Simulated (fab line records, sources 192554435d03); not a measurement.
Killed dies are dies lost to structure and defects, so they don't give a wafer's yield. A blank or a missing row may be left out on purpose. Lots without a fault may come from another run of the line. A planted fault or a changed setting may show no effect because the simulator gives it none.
fab line records | flow n5_finfet
record lots=11 wafers=30 last_day=20
route steps=1938 shown BEOL_M7@1279 PASSIVATION@1936
lots that met no fault: from a run of the same line without faults
start_h: hours from the record's first day to the start of the lot's first wafer shown | wait_h: hours since the lot's step before | " the same as in the row above | L1.1+2: a row that stands for several wafers | - no value, or no start given | * or withheld: withheld | < > ~ a bound
route shown NAME@n: a module of which the file shows steps, and the number in the route of the first | usual: mean/standard deviation of fault-free wafers | same: alike in all rows | chamber/n: place in a boat | sites: the reading at each site | _std_site: their standard deviation | _edge_site: outer sites' mean less inner sites' | radius_mm: how far each site lies from the wafer's centre | mask NAME#n: copy n | behind: the tool/chamber that last shaped the wafer | hold: why the lot was held/for how many hours/how that ended | device: the transistor (n, p or np) that didn't switch | end of line: the same wafers' tests at the end of the route | a step without rows: its recipe alone | killed: dies lost to structure and defects at the first sort, not the wafer's yield | map: a wafer's dies, x killed, . not, _ none there
set.NAME: the setting as run; set.NAME@STEP: as run at that earlier step | model.NAME: the simulator's own value behind a step, which no gauge read
steps of the route over a sample of lots; a table a step, a row a wafer
services: from which hour (start_h, from the record's first day; less than 0 if before it) a tool's chamber was out of use, for how many hours, and why
## steps
# step N5_BEOL_M7_DESCUM_16
# recipe chemistry=O2 time_s=7.9 source_power_w=50 bias_power_w=20 pressure_mtorr=20 rf_frequency_hz=2.712e+07 temp_c=40 resist=CAR-ArF o2_flow_sccm=225
# usual drypump_motor_current_A=5.7/0.38 oes_product_au=0.77/0.065 rf_vpp_V=242.8/1.4 showerhead_plenum_p_Torr=2.08/0.075 throttle_valve_pct=20.51/0.17
# same time_s=7.9
# columns lot.wafer tool chamber start_h wait_h drypump_motor_current_A oes_product_au rf_hours_counter_h rf_vpp_V showerhead_plenum_p_Torr throttle_valve_pct
L402.2 rie_diel-03 0 217.86 0.0 6.0 0.86 45 244.9 2.13 20.37
L402.3 " 2 " " 5.4 0.67 229 243.5 2.18 20.79
L402.5 " 1 " " 6.5 0.76 - 241.6 2.12 20.68
L406.1 rie_diel-02 1 249.94 0.0 5.4 0.83 83 244.8 2.20 20.18
L406.3 " 3 " " 5.6 0.72 215 241.3 1.95 20.40
L406.6 " 3 " " 5.6 0.73 - 241.7 1.95 20.39
L404.4 rie_diel-03 2 251.66 0.2 5.4 0.66 237 243.8 2.18 20.79
L404.5 " 3 " " 4.9 0.73 - 244.8 2.16 20.75
L407.1 rie_diel-06 3 261.64 0.0 5.8 0.69 218 242.3 2.04 20.42
L407.4 " 2 " " 5.9 0.78 126 238.8 1.95 20.63
L407.6 " 3 " " 5.8 0.69 - 243.6 2.04 20.44
L410.2 rie_diel-03 3 274.89 0.2 4.9 0.73 196 244.0 2.16 20.74
L410.4 " 1 " " 6.5 0.75 179 244.3 2.11 20.71
L410.5 " 2 " " 5.4 0.65 - 244.2 2.18 20.81
L412.1 rie_diel-03 0 292.28 0.0 6.0 0.84 68 242.9 2.12 20.42
L412.4 " 3 " " 4.9 0.73 - 244.5 2.16 20.80
L412.6 " 0 " " 6.0 0.84 - 242.8 2.12 20.41
L413.1 rie_diel-03 0 300.23 0.0 6.0 0.83 71 243.6 2.12 20.42
L413.2 " 3 " " 4.9 0.72 206 244.6 2.16 20.79
L413.4 " 3 " " 4.9 0.71 - 244.0 2.16 20.79
L422.1 rie_diel-02 0 359.35 0.1 5.5 0.76 154 241.0 2.01 20.34
L422.6 " 0 " " 5.5 0.77 - 242.6 2.01 20.36
L424.2 rie_diel-03 2 365.26 0.0 5.4 0.87 18 243.7 2.17 20.34
L424.3 " 1 " " 6.4 0.74 208 243.9 2.11 20.75
L424.4 " 3 " " 4.9 0.70 225 244.1 2.15 20.81
L423.2 rie_diel-06 1 371.73 0.0 5.4 0.79 122 243.3 2.09 20.47
L423.6 " 0 " " 5.5 0.84 - 241.8 2.06 20.38
L425.1 rie_diel-06 2 372.85 0.1 5.9 0.76 147 241.2 1.95 20.63
L425.4 " 1 " " 5.4 0.79 - 243.0 2.09 20.48
L425.6 " 0 " " 5.5 0.84 - 242.3 2.06 20.39
# step N5_BEOL_M7_STRIP_67
# recipe chemistry=CF4 resist=SiARC power_w=300 bias_power_w=75 pressure_mtorr=50 cf4_flow_sccm=150 rf_frequency_hz=6e+07
# usual drypump_motor_current_A=5.7/0.38 oes_product_au=0.77/0.062 power_w=300.0/0.82 rf_vpp_V=270.8/1.6 showerhead_plenum_p_Torr=1.78/0.059 throttle_valve_pct=13.63/0.23
# columns lot.wafer tool chamber start_h wait_h drypump_motor_current_A oes_product_au power_w rf_hours_counter_h rf_vpp_V showerhead_plenum_p_Torr throttle_valve_pct
L402.2 rie_diel-03 0 218.10 0.0 6.0 0.87 300.7 45 271.6 1.84 13.52
L402.3 " 2 " " 5.4 0.68 300.8 229 270.9 1.81 13.62
L402.5 " 1 " " 6.4 0.76 300.9 - 272.0 1.81 13.75
L406.1 rie_diel-02 1 250.17 0.0 5.4 0.82 301.2 83 272.2 1.89 13.41
L406.3 " 3 " " 5.7 0.73 300.6 215 269.8 1.70 13.80
L406.6 " 3 " " 5.6 0.74 301.2 - 268.8 1.70 13.79
L404.4 rie_diel-03 2 251.90 0.0 5.4 0.68 299.8 237 272.4 1.81 13.63
L404.5 " 3 " " 4.9 0.74 299.5 - 273.0 1.86 13.90
L407.1 rie_diel-06 3 261.88 0.0 5.8 0.69 299.7 218 272.4 1.78 13.92
L407.4 " 2 " " 5.9 0.77 299.4 126 270.9 1.68 13.65
L407.6 " 3 " " 5.8 0.69 300.8 - 271.7 1.78 13.92
L410.2 rie_diel-03 3 275.13 0.0 4.9 0.73 299.5 196 273.1 1.85 13.91
L410.4 " 1 " " 6.5 0.75 298.7 180 270.5 1.80 13.74
L410.5 " 2 " " 5.4 0.68 299.8 - 272.7 1.81 13.65
L412.1 rie_diel-03 0 292.52 0.0 6.0 0.84 300.1 68 270.9 1.84 13.55
L412.4 " 3 " " 4.9 0.73 299.7 - 271.5 1.85 13.93
L412.6 " 0 " " 6.0 0.84 300.7 - 273.1 1.84 13.53
L413.1 rie_diel-03 0 300.47 0.0 6.0 0.82 299.6 71 271.5 1.83 13.55
L413.2 " 3 " " 4.9 0.73 300.6 207 271.8 1.85 13.95
L413.4 " 3 " " 4.9 0.73 300.9 - 273.3 1.85 13.94
L422.1 rie_diel-02 0 359.59 0.0 5.5 0.77 298.8 154 268.4 1.72 13.49
L422.6 " 0 " " 5.5 0.76 298.8 - 271.6 1.72 13.50
L424.2 rie_diel-03 2 365.49 0.0 5.4 0.90 300.2 18 270.7 1.80 13.10
L424.3 " 1 " " 6.5 0.73 300.9 208 271.4 1.79 13.80
L424.4 " 3 " " 4.9 0.72 299.6 225 273.3 1.84 14.00
L423.2 rie_diel-06 1 371.97 0.0 5.4 0.78 299.0 122 271.1 1.79 13.63
L423.6 " 0 " " 5.5 0.84 300.9 - 269.7 1.74 13.27
L425.1 rie_diel-06 2 373.09 0.0 5.8 0.76 299.7 147 268.3 1.67 13.71
L425.4 " 1 " " 5.4 0.78 300.7 - 271.0 1.79 13.61
L425.6 " 0 " " 5.5 0.84 299.8 - 269.7 1.74 13.28
# step N5_BEOL_M7_OVL_MEAS_29
# recipe points_per_wafer=522
# usual V6_OVL=-0.3/0.53
# columns lot.wafer tool chamber start_h wait_h V6_OVL[nm]
L402.2 overlay-02 0 222.78 0.0 0.7
L402.3 " 0 " " 0.5
L402.5 " 0 " " 0.1
L406.1 overlay-01 0 250.73 0.0 0.6
L406.3 " 0 " " -0.2
L406.6 " 0 " " -0.1
L404.4 overlay-02 0 253.60 0.0 -0.3
L404.5 " 0 " " 0.3
L407.1 overlay-01 0 265.59 0.0 0.3
L407.4 " 0 " " -0.5
L407.6 " 0 " " -1.2
L410.2 overlay-01 0 275.79 0.0 -1.0
L410.4 " 0 " " -0.3
L410.5 " 0 " " -0.2
L412.1 overlay-02 0 295.11 0.0 -0.8
L412.4 " 0 " " -0.7
L412.6 " 0 " " -1.0
L413.1 overlay-02 0 301.36 0.0 -0.2
L413.2 " 0 " " -0.6
L413.4 " 0 " " -1.0
L422.1 overlay-01 0 361.44 0.0 -1.2
L422.6 " 0 " " -0.2
L424.2 overlay-02 0 367.20 0.0 -0.5
L424.3 " 0 " " -0.5
L424.4 " 0 " " 0.0
L425.1 overlay-01 0 376.71 0.0 -0.3
L425.4 " 0 " " -0.3
L425.6 " 0 " " -0.7
L423.2 overlay-02 0 376.89 0.0 -0.6
L423.6 " 0 " " -1.1
# step N5_BEOL_M7_ETCH_66
# recipe chemistry=N2/H2 target=SOC target_depth_a=800 overetch_a=160 mask_material=SiARC temp_c=40 time_s=120 ion_energy_ev=200 pressure_mtorr=30 source_w=840 bias_w=150 n2_flow_sccm=200 h2_flow_sccm=200
# usual drypump_motor_current_A=5.7/0.46 oes_product_au=0.60/0.054 rf_vpp_V=523.9/2.2 run_length_s=143.3/0.47 showerhead_plenum_p_Torr=2.54/0.077 throttle_valve_pct=17.84/0.25
# columns lot.wafer tool chamber start_h wait_h drypump_motor_current_A oes_product_au rf_hours_counter_h rf_vpp_V run_length_s showerhead_plenum_p_Torr throttle_valve_pct
L402.2 rie_diel-03 0 222.99 0.0 6.0 0.66 46 523.5 143.5 2.62 18.01
L402.3 " 1 " " 6.5 0.58 - 523.3 143.1 2.53 17.74
L402.5 " 0 " " 6.0 0.66 - 525.3 143.5 2.62 18.02
L406.1 rie_diel-03 1 250.91 0.0 6.5 0.58 171 524.4 143.2 2.53 17.74
L406.3 " 0 " " 6.0 0.65 52 524.2 143.7 2.62 18.02
L406.6 " 2 " " 5.4 0.52 - 525.4 143.0 2.60 17.90
L404.4 rie_diel-03 2 253.93 0.0 5.4 0.52 238 525.4 142.8 2.60 17.89
L404.5 " 3 " " 4.9 0.57 - 525.6 143.5 2.64 18.22
L407.1 rie_diel-02 2 266.30 0.0 5.5 0.56 203 524.4 142.8 2.50 17.81
L407.4 " 0 " " 5.5 0.61 123 523.2 143.5 2.47 17.84
L407.6 " 0 " " 5.6 0.60 - 521.3 143.6 2.47 17.84
L410.2 rie_diel-06 3 276.35 0.0 5.8 0.52 222 523.1 142.3 2.51 17.96
L410.4 " 2 " " 5.9 0.59 130 518.5 143.6 2.36 17.94
L410.5 " 0 " " 5.5 0.68 - 520.8 143.5 2.48 17.52
L412.1 rie_diel-03 3 295.59 0.0 4.9 0.56 204 527.7 143.5 2.63 18.29
L412.4 " 0 " " 6.0 0.64 - 524.9 143.6 2.61 18.07
L412.6 " 1 " " 6.5 0.57 - 523.0 143.4 2.52 17.76
L413.1 rie_diel-06 1 301.59 0.0 5.4 0.63 96 526.2 144.0 2.55 17.65
L413.2 " 2 " " 5.9 0.59 137 519.4 144.1 2.35 17.95
L413.4 " 0 " " 5.5 0.67 51 522.5 143.3 2.48 17.52
L422.1 rie_diel-03 2 361.92 0.0 5.4 0.75 16 524.6 132.1 2.59 17.44
L422.6 " 2 " " 5.4 0.76 - 526.4 132.1 2.59 17.43
L424.2 rie_diel-06 0 367.37 0.0 5.5 0.64 75 521.8 143.4 2.47 17.55
L424.3 " 3 " " 5.8 0.51 253 523.0 142.3 2.50 18.00
L424.4 " 3 " " 5.8 0.51 - 522.9 142.6 2.50 17.99
L425.1 rie_diel-02 2 377.40 0.0 5.5 0.53 242 522.0 142.8 2.49 17.90
L425.4 " 0 " " 5.5 0.58 160 522.0 143.6 2.45 17.92
L425.6 " 2 " " 5.5 0.54 - 523.0 142.7 2.48 17.89
L423.2 rie_diel-03 1 377.40 0.0 6.5 0.55 212 524.6 143.4 2.51 17.79
L423.6 " 2 " " 5.4 0.74 - 524.1 132.0 2.59 17.45
# step N5_PASSIVATION_PROBE_49
# usual defect_limited_yield=91.2/1.5 killed_at_M0_to_M3=36/10 killed_at_M4_up=14/5.2 killed_at_contacts=12/6 killed_at_front_end=37/10 killed_at_other=4/3.3 killed_dies=104/18 killed_open=68/14 killed_short=34/7.4 sort_bin_4_leakage=0.01/0.04 sort_bin_5_function=5.2/1 sort_bin_6_memory=3.3/0.7 sort_n_pass=1076/18 sort_yield_pct=91.2/1.5
# same gross_dies=1180 killed_at_back_side=0 sort_bin_8_speed[%]=0
# columns lot.wafer tool chamber start_h wait_h defect_limited_yield[%] killed_at_M0_to_M3 killed_at_M4_up killed_at_contacts killed_at_front_end killed_at_other killed_dies killed_open killed_short sort_bin_4_leakage[%] sort_bin_5_function[%] sort_bin_6_memory[%] sort_n_pass sort_yield_pct[%]
L402.2 prober-01 - 301.25 0.1 90.8 33 28 23 22 2 108 80 26 0 4.8 4.1 1072 90.8
L402.3 prober-01 - 301.30 0.1 91.9 47 10 16 22 1 96 50 45 0 4.7 3.2 1084 91.9
L402.5 prober-01 - 301.40 0.2 91.0 44 22 9 29 2 106 75 31 0 4.2 4.4 1074 91.0
L406.1 prober-02 - 331.91 0.0 91.5 22 15 8 50 5 100 70 30 0.25 5.4 3.0 1077 91.3
L406.3 prober-02 - 332.01 0.1 89.9 38 22 24 33 2 119 87 31 0 5.4 4.4 1061 89.9
L406.6 prober-02 - 332.16 0.3 90.8 32 10 13 46 7 108 66 38 0.08 5.0 3.8 1071 90.8
L404.4 prober-01 - 338.42 0.2 93.3 28 8 6 31 6 79 53 26 0 3.9 2.7 1101 93.3
L404.5 prober-01 - 338.47 0.2 94.6 18 13 14 16 3 64 42 22 0 3.2 1.9 1116 94.6
L407.1 prober-01 - 344.30 0.0 90.2 53 14 14 30 5 116 85 29 0 5.9 3.4 1064 90.2
L407.4 prober-01 - 344.45 0.2 90.1 27 25 29 31 5 117 77 33 0 5.3 3.6 1063 90.1
L407.6 prober-01 - 344.55 0.3 88.3 56 18 23 41 0 138 96 40 0 7.4 3.9 1042 88.3
L410.2 prober-02 - 348.20 0.1 89.7 46 19 22 26 8 121 85 35 0 6.6 3.1 1059 89.7
L410.4 prober-02 - 348.30 0.2 87.6 44 27 12 57 6 146 102 42 0 7.6 4.5 1034 87.6
L410.5 prober-02 - 348.35 0.2 87.6 63 26 14 36 7 146 95 48 0 7.9 4.0 1034 87.6
L412.1 prober-01 - 375.60 0.0 91.9 28 16 9 40 3 96 62 34 0 5.0 2.8 1084 91.9
L412.4 prober-01 - 375.75 0.2 93.1 24 16 7 34 1 82 50 31 0 3.6 3.1 1098 93.1
L412.6 prober-01 - 375.85 0.3 91.3 40 10 8 44 1 103 63 40 0 5.5 2.9 1077 91.3
L413.1 prober-01 - 388.69 0.0 90.8 49 19 12 28 0 108 65 43 0 6.1 2.9 1072 90.8
L413.2 prober-01 - 388.74 0.1 92.0 35 13 10 36 0 94 65 28 0 5.3 2.5 1086 92.0
L413.4 prober-01 - 388.84 0.2 92.8 26 11 11 35 2 85 57 28 0 3.6 3.5 1095 92.8
L422.1 prober-02 - 460.04 0.0 92.2 54 10 8 20 0 92 60 32 0 4.5 3.1 1088 92.2
L422.6 prober-02 - 460.29 0.3 91.3 54 9 16 23 1 103 72 30 0 4.3 4.3 1077 91.3
L425.1 prober-01 - 478.20 0.0 91.8 42 11 3 34 7 97 57 39 0 4.7 3.2 1083 91.8
L425.4 prober-01 - 478.35 0.2 90.2 32 16 13 49 6 116 72 43 0 5.9 3.4 1064 90.2
L425.6 prober-01 - 478.45 0.3 91.9 41 11 5 36 2 95 68 25 0 5.5 2.4 1085 91.9
L424.2 prober-01 - 481.84 0.1 92.1 36 10 9 33 5 93 68 25 0 4.4 3.3 1087 92.1
L424.3 prober-01 - 481.89 0.1 92.7 29 13 9 32 3 86 60 26 0 4.0 3.1 1094 92.7
L424.4 prober-01 - 481.94 0.2 93.7 30 3 7 34 0 74 57 15 0 3.6 2.5 1106 93.7
L423.2 prober-02 - 488.71 0.1 90.4 50 12 18 30 3 113 75 38 0 5.3 3.8 1067 90.4
L423.6 prober-02 - 488.91 0.3 88.9 55 11 9 43 13 131 74 47 0 6.5 4.4 1049 88.9
# killed by level:class
L402.2 MOL_CONTACT_COAG:geometric_particle:open=20 BEOL_M4:geometric_particle:open=11 BEOL_M1:geometric_particle:open=8 FIN_SAQP:geometric_particle:open=7 STI_FIN_REVEAL:geometric_particle:open=5 BEOL_M0_SAQP:geometric_particle:short=5 BEOL_M0_SAQP:geometric_particle:open=5 BEOL_M5:geometric_particle:open=5
L402.3 MOL_CONTACT_COAG:geometric_particle:open=13 BEOL_M0_SAQP:geometric_particle:short=13 BEOL_M1:geometric_particle:open=10 FIN_SAQP:geometric_particle:short=7 BEOL_M1:geometric_particle:short=6 BEOL_M0_SAQP:geometric_particle:open=5 STI_FIN_REVEAL:geometric_particle:open=4 BEOL_M0:geometric_particle:short=4
L402.5 BEOL_M1:geometric_particle:open=15 FIN_SAQP:geometric_particle:open=10 BEOL_M0_SAQP:geometric_particle:short=10 BEOL_M0_SAQP:geometric_particle:open=9 MOL_CONTACT_COAG:geometric_particle:open=7 BEOL_M4:geometric_particle:open=7 BEOL_M5:geometric_particle:open=6 FIN_SAQP:geometric_particle:short=4
L406.1 FIN_SAQP:geometric_particle:open=14 STI_FIN_REVEAL:geometric_particle:open=11 MOL_CONTACT_COAG:geometric_particle:open=7 BEOL_M0_SAQP:geometric_particle:open=7 BEOL_M4:geometric_particle:open=6 FIN_SAQP:geometric_particle:short=5 ILD0:geometric_particle:short=4 BEOL_M0_SAQP:geometric_particle:short=4
L406.3 MOL_CONTACT_COAG:geometric_particle:open=17 BEOL_M0_SAQP:geometric_particle:open=13 FIN_SAQP:geometric_particle:open=11 MOL_CONTACT_COAG:geometric_particle:short=7 BEOL_M2:geometric_particle:open=7 BEOL_M0_SAQP:geometric_particle:short=6 BEOL_M4:geometric_particle:open=6 BEOL_M7:geometric_particle:open=6
L406.6 FIN_SAQP:geometric_particle:open=12 BEOL_M0_SAQP:geometric_particle:short=11 MOL_CONTACT_COAG:geometric_particle:open=10 BEOL_M0_SAQP:geometric_particle:open=9 STARTING-WAFER:geometric_particle:open=6 BEOL_M2:geometric_particle:open=6 FIN_SAQP:geometric_particle:short=5 STI_FIN_REVEAL:geometric_particle:open=4
L404.4 BEOL_M2:geometric_particle:open=7 STI_FIN_REVEAL:geometric_particle:open=6 FIN_SAQP:geometric_particle:short=5 GATE_CUT:geometric_particle:short=5 MOL_CONTACT_COAG:geometric_particle:open=5 BEOL_M0_SAQP:geometric_particle:open=5 BEOL_M1:geometric_particle:open=5 FIN_SAQP:geometric_particle:open=3
L404.5 MOL_CONTACT_COAG:geometric_particle:open=12 GATE_CUT:geometric_particle:short=6 BEOL_M1:geometric_particle:open=5 FIN_SAQP:geometric_particle:open=4 BEOL_M0_SAQP:geometric_particle:short=4 BEOL_M4:geometric_particle:open=4 BEOL_M2:geometric_particle:open=3 BEOL_M7:geometric_particle:open=3
L407.1 BEOL_M3:geometric_particle:open=15 MOL_CONTACT_COAG:geometric_particle:open=14 DUMMY_GATE:geometric_particle:open=10 BEOL_M0_SAQP:geometric_particle:open=9 BEOL_M0_SAQP:geometric_particle:short=9 BEOL_M2:geometric_particle:open=8 BEOL_M4:geometric_particle:open=7 BEOL_M1:geometric_particle:open=4
L407.4 MOL_CONTACT_COAG:geometric_particle:open=21 BEOL_M3:geometric_particle:open=9 MOL_CONTACT_COAG:geometric_particle:short=8 BEOL_M4:geometric_particle:open=8 FIN_SAQP:geometric_particle:open=6 BEOL_M0_SAQP:geometric_particle:open=5 HKMG_FIN:area_etch=5 GATE_CUT:geometric_particle:open=4
L407.6 MOL_CONTACT_COAG:geometric_particle:open=17 BEOL_M0_SAQP:geometric_particle:open=13 FIN_SAQP:geometric_particle:open=11 BEOL_M1:geometric_particle:open=11 BEOL_M0_SAQP:geometric_particle:short=11 BEOL_M2:geometric_particle:open=9 BEOL_M3:geometric_particle:open=8 FIN_SAQP:geometric_particle:short=7
L410.2 MOL_CONTACT_COAG:geometric_particle:open=17 BEOL_M3:geometric_particle:open=15 BEOL_M0_SAQP:geometric_particle:open=10 BEOL_M0_SAQP:geometric_particle:short=8 BEOL_M4:geometric_particle:open=7 MOL_CONTACT_COAG:geometric_particle:short=5 BEOL_M1:geometric_particle:open=5 FIN_SAQP:geometric_particle:open=4
L410.4 STI_FIN_REVEAL:geometric_particle:open=24 BEOL_M4:geometric_particle:open=14 BEOL_M3:geometric_particle:open=11 MOL_CONTACT_COAG:geometric_particle:open=8 BEOL_M2:geometric_particle:open=8 BEOL_M0_SAQP:geometric_particle:short=7 STARTING-WAFER:geometric_particle:open=7 ILD0:geometric_particle:open=5
L410.5 BEOL_M3:geometric_particle:open=15 BEOL_M2:geometric_particle:open=15 BEOL_M4:geometric_particle:open=13 MOL_CONTACT_COAG:geometric_particle:open=11 BEOL_M0_SAQP:geometric_particle:short=9 BEOL_M0_SAQP:geometric_particle:open=6 STARTING-WAFER:geometric_particle:open=6 BEOL_M3:geometric_particle:short=5
L412.1 FIN_SAQP:geometric_particle:short=12 FIN_SAQP:geometric_particle:open=9 BEOL_M0_SAQP:geometric_particle:open=8 MOL_CONTACT_COAG:geometric_particle:open=7 ILD0:geometric_particle:open=5 BEOL_M0_SAQP:geometric_particle:short=5 BEOL_M2:geometric_particle:open=5 GATE_CUT:geometric_particle:short=4
L412.4 FIN_SAQP:geometric_particle:short=15 FIN_SAQP:geometric_particle:open=8 BEOL_M0_SAQP:geometric_particle:open=7 MOL_CONTACT_COAG:geometric_particle:open=6 BEOL_M0_SAQP:geometric_particle:short=6 BEOL_M3:geometric_particle:open=6 BEOL_M4:geometric_particle:open=6 STARTING-WAFER:geometric_particle:short=3
L412.6 FIN_SAQP:geometric_particle:short=11 BEOL_M0_SAQP:geometric_particle:open=11 BEOL_M0_SAQP:geometric_particle:short=11 BEOL_M3:geometric_particle:open=11 FIN_SAQP:geometric_particle:open=10 GATE_CUT:geometric_particle:short=7 MOL_CONTACT_COAG:geometric_particle:open=7 ILD0:geometric_particle:short=5
L413.1 BEOL_M0_SAQP:geometric_particle:short=12 BEOL_M3:geometric_particle:open=11 MOL_CONTACT_COAG:geometric_particle:open=9 BEOL_M4:geometric_particle:open=7 STI_FIN_REVEAL:geometric_particle:open=6 BEOL_M0_SAQP:geometric_particle:open=6 FIN_SAQP:geometric_particle:short=5 BEOL_M1:geometric_particle:open=5
L413.2 BEOL_M3:geometric_particle:open=11 MOL_CONTACT_COAG:geometric_particle:open=8 BEOL_M1:geometric_particle:open=8 FIN_SAQP:geometric_particle:short=5 STI_FIN_REVEAL:geometric_particle:open=5 ILD0:geometric_particle:short=5 BEOL_M0_SAQP:geometric_particle:open=5 BEOL_M0_SAQP:geometric_particle:short=5
L413.4 MOL_CONTACT_COAG:geometric_particle:open=11 BEOL_M3:geometric_particle:open=10 FIN_SAQP:geometric_particle:open=8 STI_FIN_REVEAL:geometric_particle:open=8 FIN_SAQP:geometric_particle:short=7 GATE_CUT:geometric_particle:short=6 BEOL_M2:geometric_particle:open=6 BEOL_M0_SAQP:geometric_particle:open=3
L422.1 BEOL_M1:geometric_particle:open=12 BEOL_M3:geometric_particle:open=9 BEOL_M0_SAQP:geometric_particle:short=8 BEOL_M0_SAQP:geometric_particle:open=8 MOL_CONTACT_COAG:geometric_particle:open=7 BEOL_M3:geometric_particle:short=6 FIN_SAQP:geometric_particle:open=5 BEOL_M4:geometric_particle:short=5
L422.6 MOL_CONTACT_COAG:geometric_particle:open=14 BEOL_M3:geometric_particle:open=13 BEOL_M0_SAQP:geometric_particle:open=10 BEOL_M0_SAQP:geometric_particle:short=9 BEOL_M2:geometric_particle:open=9 BEOL_M1:geometric_particle:open=5 GATE_CUT:geometric_particle:short=4 BEOL_M3:geometric_particle:short=4
L425.1 BEOL_M0_SAQP:geometric_particle:short=10 BEOL_M3:geometric_particle:open=9 BEOL_M0_SAQP:geometric_particle:open=8 STI_FIN_REVEAL:geometric_particle:open=7 FIN_SAQP:geometric_particle:short=6 FIN_SAQP:geometric_particle:open=5 BEOL_M1:geometric_particle:open=5 DUMMY_GATE:geometric_particle:open=4
L425.4 STI_FIN_REVEAL:geometric_particle:open=23 BEOL_M0_SAQP:geometric_particle:short=10 MOL_CONTACT_COAG:geometric_particle:open=8 STI_FIN_REVEAL:geometric_particle:short=6 BEOL_M1:geometric_particle:open=6 GATE_CUT:geometric_particle:open=5 MOL_CONTACT_COAG:geometric_particle:short=5 FIN_SAQP:geometric_particle:short=4
L425.6 BEOL_M3:geometric_particle:open=11 BEOL_M2:geometric_particle:open=8 BEOL_M0_SAQP:geometric_particle:open=6 FIN_SAQP:geometric_particle:open=5 STI_FIN_REVEAL:geometric_particle:open=5 DUMMY_GATE:geometric_particle:open=5 GATE_CUT:geometric_particle:open=5 MOL_CONTACT_COAG:geometric_particle:open=5
L424.2 BEOL_M3:geometric_particle:open=12 MOL_CONTACT_COAG:geometric_particle:open=9 STI_FIN_REVEAL:geometric_particle:open=7 BEOL_M0_SAQP:geometric_particle:open=7 FIN_SAQP:geometric_particle:open=5 BEOL_M2:geometric_particle:open=5 FIN_SAQP:geometric_particle:short=4 BEOL_M4:geometric_particle:open=4
L424.3 MOL_CONTACT_COAG:geometric_particle:open=8 DUMMY_GATE:geometric_particle:open=7 STI_FIN_REVEAL:geometric_particle:open=5 BEOL_M0_SAQP:geometric_particle:short=5 BEOL_M0:geometric_particle:open=5 BEOL_M3:geometric_particle:open=5 FIN_SAQP:geometric_particle:open=4 BEOL_M1:geometric_particle:open=4
L424.4 FIN_SAQP:geometric_particle:open=10 BEOL_M3:geometric_particle:open=10 DUMMY_GATE:geometric_particle:open=7 MOL_CONTACT_COAG:geometric_particle:open=6 STI_FIN_REVEAL:geometric_particle:open=5 BEOL_M0_SAQP:geometric_particle:open=5 BEOL_M1:geometric_particle:open=4 BEOL_M0_SAQP:geometric_particle:short=3
L423.2 MOL_CONTACT_COAG:geometric_particle:open=15 FIN_SAQP:geometric_particle:short=12 BEOL_M0_SAQP:geometric_particle:short=12 BEOL_M0_SAQP:geometric_particle:open=11 BEOL_M2:geometric_particle:open=9 BEOL_M1:geometric_particle:open=7 FIN_SAQP:geometric_particle:open=6 BEOL_M0:geometric_particle:open=5
L423.6 BEOL_M0_SAQP:geometric_particle:open=16 BEOL_M0_SAQP:geometric_particle:short=15 FIN_SAQP:geometric_particle:short=14 FIN_SAQP:geometric_particle:open=12 PASSIVATION:area_etch=8 DUMMY_GATE:geometric_particle:open=6 MOL_CONTACT_COAG:geometric_particle:open=6 BEOL_M3:geometric_particle:open=6
## services
# columns tool chamber start_h hours kind
rie_diel-03 3 200.07 23.7 repair
rie_diel-03 2 220.43 3.6 repair
rie_diel-02 3 230.01 2.4 repair
rie_diel-02 0 252.10 6.5 repair
rie_diel-03 2 285.40 - clean
rie_diel-03 2 285.40 - consumable_replace:focus_ring
rie_diel-03 2 285.40 16.3 scheduled_down
rie_diel-03 2 285.40 16.3 vent_cycle
rie_diel-06 2 331.76 38.5 repair
rie_diel-02 3 351.50 - clean
rie_diel-02 3 351.50 - consumable_replace:focus_ring
rie_diel-02 3 351.50 - consumable_replace:showerhead
rie_diel-02 3 351.50 17.3 scheduled_down
rie_diel-02 3 351.50 17.3 vent_cycle
rie_diel-06 3 370.23 - clean
rie_diel-06 3 370.23 - consumable_replace:focus_ring
rie_diel-06 3 370.23 16.8 scheduled_down
rie_diel-06 3 370.23 16.8 vent_cycle
## key
first_sign step=N5_BEOL_M7_ETCH_66 reading=run_length_s direction=down sigmas=24 usual=* struck=*
effect none on later readings
met_at N5_BEOL_M7_ETCH_66
struck_lots L422,L423
struck_wafers L422.1,L422.6,L423.6
not_acting_at N5_BEOL_M7_DESCUM_16,N5_BEOL_M7_STRIP_67,N5_BEOL_M7_OVL_MEAS_29
onset_between 295.59 361.92
fault kind=process_parameter_drift tool=rie_diel-03 chamber=- onset_h=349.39 steps=N5_BEOL_M7_ETCH_66 channel=time_s offset=* shape=step end_h=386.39 scope=struck_wafers_only acts_in=* stated=*
